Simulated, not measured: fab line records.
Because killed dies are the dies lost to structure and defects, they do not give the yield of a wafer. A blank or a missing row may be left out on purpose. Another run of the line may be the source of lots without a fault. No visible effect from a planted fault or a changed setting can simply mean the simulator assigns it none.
Split-lot experiment :: flow n5_finfet :: on a route of 1938 steps: 7 lots, 21 wafers read

== THE SPLIT ==
At N5_BEOL_M0_ETCH_109 (etches SiCN in CH3F/O2, target depth 8 nm, overetch 2.4 nm, time 27.4 s), the setting bias_w was moved away from the recipe's 75 W on 4 of the 21 wafers read, by -10.8% to +12.8%. All remaining wafers had this setting at the recipe value.

Reading taken at the split's own step.

== THE READING ==
rf_vpp_V, in V, at N5_BEOL_M0_ETCH_109 (etches SiCN in CH3F/O2, target depth 8 nm, overetch 2.4 nm, time 27.4 s). Fault-free wafers of this fab line usually give 297.2 V, standard deviation 1.6 V.

wafer: L074.3
tool, chamber at the split: rie_diel-06, 0
bias_w as run, W: 75
against the recipe: recipe
rf_vpp_V, V: 298.1
against lot-mates on the recipe: -

wafer: L074.4
tool, chamber at the split: rie_diel-06, 0
bias_w as run, W: 75
against the recipe: recipe
rf_vpp_V, V: 297.6
against lot-mates on the recipe: -

wafer: L074.6
tool, chamber at the split: rie_diel-06, 3
bias_w as run, W: 75
against the recipe: recipe
rf_vpp_V, V: 295.7
against lot-mates on the recipe: -

wafer: L077.1
tool, chamber at the split: rie_diel-06, 2
bias_w as run, W: 66.88
against the recipe: -10.8%
rf_vpp_V, V: 273.3
against lot-mates on the recipe: -23.5

wafer: L077.2
tool, chamber at the split: rie_diel-06, 3
bias_w as run, W: 66.88
against the recipe: -10.8%
rf_vpp_V, V: 275.2
against lot-mates on the recipe: -21.6

wafer: L077.5
tool, chamber at the split: rie_diel-06, 0
bias_w as run, W: 75
against the recipe: recipe
rf_vpp_V, V: 296.8
against lot-mates on the recipe: -

wafer: L078.3
tool, chamber at the split: rie_diel-04, 2
bias_w as run, W: 75
against the recipe: recipe
rf_vpp_V, V: 296.8
against lot-mates on the recipe: -

wafer: L078.5
tool, chamber at the split: rie_diel-04, 2
bias_w as run, W: 75
against the recipe: recipe
rf_vpp_V, V: 297.7
against lot-mates on the recipe: -

wafer: L078.6
tool, chamber at the split: rie_diel-04, 3
bias_w as run, W: 75
against the recipe: recipe
rf_vpp_V, V: 297.7
against lot-mates on the recipe: -

wafer: L081.1
tool, chamber at the split: rie_diel-04, 1
bias_w as run, W: 75
against the recipe: recipe
rf_vpp_V, V: 297.5
against lot-mates on the recipe: -

wafer: L081.2
tool, chamber at the split: rie_diel-04, 2
bias_w as run, W: 75
against the recipe: recipe
rf_vpp_V, V: 294.9
against lot-mates on the recipe: -

wafer: L081.4
tool, chamber at the split: rie_diel-04, 3
bias_w as run, W: 75
against the recipe: recipe
rf_vpp_V, V: 296.1
against lot-mates on the recipe: -

wafer: L082.4
tool, chamber at the split: rie_diel-06, 2
bias_w as run, W: 75
against the recipe: recipe
rf_vpp_V, V: 295.7
against lot-mates on the recipe: -

wafer: L082.5
tool, chamber at the split: rie_diel-06, 3
bias_w as run, W: 70.18
against the recipe: -6.4%
rf_vpp_V, V: 285.2
against lot-mates on the recipe: -11.3

wafer: L082.6
tool, chamber at the split: rie_diel-06, 0
bias_w as run, W: 75
against the recipe: recipe
rf_vpp_V, V: 297.3
against lot-mates on the recipe: -

wafer: L084.2
tool, chamber at the split: rie_diel-06, 3
bias_w as run, W: 75
against the recipe: recipe
rf_vpp_V, V: 296.0
against lot-mates on the recipe: -

wafer: L084.5
tool, chamber at the split: rie_diel-06, 3
bias_w as run, W: 75
against the recipe: recipe
rf_vpp_V, V: 298.0
against lot-mates on the recipe: -

wafer: L084.6
tool, chamber at the split: rie_diel-06, 0
bias_w as run, W: 84.62
against the recipe: +12.8%
rf_vpp_V, V: 321.4
against lot-mates on the recipe: +24.4

wafer: L095.1
tool, chamber at the split: rie_diel-02, 3
bias_w as run, W: 75
against the recipe: recipe
rf_vpp_V, V: 300.0
against lot-mates on the recipe: -

wafer: L095.2
tool, chamber at the split: rie_diel-02, 0
bias_w as run, W: 75
against the recipe: recipe
rf_vpp_V, V: 297.6
against lot-mates on the recipe: -

wafer: L095.3
tool, chamber at the split: rie_diel-02, 2
bias_w as run, W: 75
against the recipe: recipe
rf_vpp_V, V: 296.1
against lot-mates on the recipe: -

FIT RESULTS
A straight line over all 21 wafers: rf_vpp_V changes by +2 V for each +1% of bias_w; r = +0.99; the points scatter about the line by 1.3 V.
The same after taking each lot's own level away (the mean of its wafers on the recipe; 21 wafers): +1.98 V for each +1%; r = +0.99; scatter 1.2 V.
According to that fit, moving bias_w by its largest amount changes the reading by 25 V.
The span of the lots' own levels, 296.17 to 297.90 V, comes to 1.1 times the standard deviation stated above.
The two slopes are in agreement: the lot-to-lot level therefore moves the slope only a little.
Check: with one of the wafers moved furthest among these (+12.8%) left out of the fit, the line predicts +26.2 V for it against its lot-mates. It came out at +24.4 V against them.
Tool readings at the split's step, against how far the setting was moved: rf_vpp_V r = +0.99.

== FURTHER SPLITS ON THESE WAFERS ==
Before the reading, these wafers also passed through other splits. Each is held against what the fit with the lots' levels taken away leaves over:
other split on the same wafers: N5_SDB_COAT_03 spin_rpm
wafers away from the commonest value: 7
r with rf_vpp_V (lot level and that fit taken away): +0.10

other split on the same wafers: N5_SDB_ETCH_25 time_s
wafers away from the commonest value: 11
r with rf_vpp_V (lot level and that fit taken away): -0.13

other split on the same wafers: N5_GATE_CUT_ETCH_58 time_s
wafers away from the commonest value: 4
r with rf_vpp_V (lot level and that fit taken away): +0.26

other split on the same wafers: N5_GATE_CUT_DESCUM_18 time_s
wafers away from the commonest value: 6
r with rf_vpp_V (lot level and that fit taken away): -0.02

other split on the same wafers: N5_MOL_CONTACT_COAG_ALD_27 ald_cycles
wafers away from the commonest value: 8
r with rf_vpp_V (lot level and that fit taken away): +0.23

other split on the same wafers: N5_MOL_CONTACT_COAG_ETCH_67 source_w
wafers away from the commonest value: 6
r with rf_vpp_V (lot level and that fit taken away): +0.32

other split on the same wafers: N5_BEOL_M0_SAQP_COAT_69 spin_rpm
wafers away from the commonest value: 4
r with rf_vpp_V (lot level and that fit taken away): +0.04

== FILE'S OWN FIT ==
rf_vpp_V changes by +1.95 V for each +1% of bias_w, r = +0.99.
